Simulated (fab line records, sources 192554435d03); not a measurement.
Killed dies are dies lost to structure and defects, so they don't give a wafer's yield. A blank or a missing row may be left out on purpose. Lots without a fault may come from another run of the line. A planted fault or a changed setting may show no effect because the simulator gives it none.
Which tool did it? | flow n5_finfet | 10 lots, 29 wafers sampled, at 6 steps of a route of 1938

WHAT THE GAUGES READ, wafer by wafer
N5_BEOL_M4_RC_MEAS_101.
lot  | measured     | on        | DIBL_N (mV/V)
L718 | day 7 14:53  | prober-01 | 34.6 39.5 40.4
L719 | day 7 22:00  | prober-02 | 33.5 36.9 35.6
L721 | day 8 07:02  | prober-01 | 38.2 34.5 37.9
L720 | day 8 09:48  | prober-02 | 35.8 37.0 36.4
L722 | day 8 11:29  | prober-01 | 38.7 37.9 39.3
L729 | day 10 10:10 | prober-01 | 32.9 37.9
L728 | day 10 13:55 | prober-01 | 36.7 37.1 39.9
L733 | day 11 03:20 | prober-01 | 38.5 36.3 38.6
L736 | day 12 16:10 | prober-02 | 34.0 36.2 34.6
L740 | day 13 15:09 | prober-02 | 34.2 34.4 36.8

WHICH TOOL RAN EACH LOT (tool, then ch and the chambers of the sampled wafers, then the start)
lot  | N5_BEOL_M1_ALD_84                   | N5_BEOL_M1_ANNEAL_49         | N5_BEOL_M1_ANNEAL_82         | N5_BEOL_M1_ANNEAL_87         | N5_BEOL_M1_CMP_52
L718 | ald_metal-04 ch 1,3, day 6 08:23    | pvd_sputter-02, day 6 09:09  | pvd_sputter-02, day 6 09:35  | pvd_sputter-02, day 6 09:49  | cmp-03 ch 0,1,2, day 6 11:20
L719 | ald_metal-03 ch 1,2, day 6 13:35    | pvd_sputter-02, day 6 14:14  | pvd_sputter-02, day 6 14:41  | pvd_sputter-02, day 6 14:54  | cmp-02 ch 0,1,2, day 6 16:27
L721 | ald_metal-04 ch 0,1, day 6 20:50    | pvd_sputter-01, day 6 21:25  | pvd_sputter-01, day 6 21:51  | pvd_sputter-01, day 6 22:04  | cmp-04 ch 1,2,3, day 6 23:35
L720 | ald_metal-02 ch 0,3, day 6 20:55    | pvd_sputter-02, day 6 21:30  | pvd_sputter-02, day 6 21:56  | pvd_sputter-02, day 6 22:10  | cmp-02 ch 0,2,3, day 6 23:47
L722 | ald_metal-03 ch 0,1,2, day 7 04:14  | pvd_sputter-01, day 7 04:58  | pvd_sputter-01, day 7 05:26  | pvd_sputter-01, day 7 05:41  | cmp-04 ch 0,1,2, day 7 07:18
L729 | ald_metal-04 ch 2, day 8 22:10      | pvd_sputter-02, day 8 23:59  | pvd_sputter-02, day 9 00:26  | pvd_sputter-02, day 9 00:39  | cmp-03 ch 3, day 9 02:28
L728 | ald_metal-03 ch 0,2, day 9 02:48    | pvd_sputter-01, day 9 03:22  | pvd_sputter-01, day 9 03:48  | pvd_sputter-01, day 9 04:01  | cmp-04 ch 0,1,3, day 9 05:35
L733 | ald_metal-04 ch 0,1,3, day 9 22:07  | pvd_sputter-01, day 9 22:47  | pvd_sputter-01, day 9 23:13  | pvd_sputter-01, day 9 23:26  | cmp-02 ch 0,1,3, day 10 01:06
L736 | ald_metal-04 ch 0,1,3, day 11 00:56 | pvd_sputter-03, day 11 02:19 | pvd_sputter-03, day 11 02:45 | pvd_sputter-03, day 11 02:58 | cmp-04 ch 1,2,3, day 11 04:29
L740 | ald_metal-04 ch 0,1,2, day 11 17:58 | pvd_sputter-03, day 11 20:08 | pvd_sputter-03, day 11 20:35 | pvd_sputter-03, day 11 20:48 | cmp-02 ch 0,3, day 11 22:27
- N5_BEOL_M1_ALD_84: deposits TaN, pulse time 2 s, purge time 3 s, co reactant purge time 2 s.
- N5_BEOL_M1_ANNEAL_49: time 240 s.
- N5_BEOL_M1_ANNEAL_82: time 240 s.
- N5_BEOL_M1_ANNEAL_87: time 240 s.
- N5_BEOL_M1_CMP_52: polishes, stops on SiOC, t overpolish 6.8 s, target thk 40 nm.

THE ANSWER, worked out from the rows above alone
Rule: what is usual is taken from the lots themselves. Put in order of their means at a reading, lots are off if they are a third of the lots or fewer, leave a main group of 4 or more, and stand apart from it by a gap of 3 or more times the standard deviation of the main group's means; of several such gaps the widest counts. A main group whose means are all the same, to the digits that the tables above print for the reading, isn't used. A lot without any number at a reading at which 4 lots or more have one is off too. The other lots that the step has rows for count as sound.
No lot is off at any reading shown: from this, nothing can be told.

WHAT THE SIMULATOR HAD PUT IN
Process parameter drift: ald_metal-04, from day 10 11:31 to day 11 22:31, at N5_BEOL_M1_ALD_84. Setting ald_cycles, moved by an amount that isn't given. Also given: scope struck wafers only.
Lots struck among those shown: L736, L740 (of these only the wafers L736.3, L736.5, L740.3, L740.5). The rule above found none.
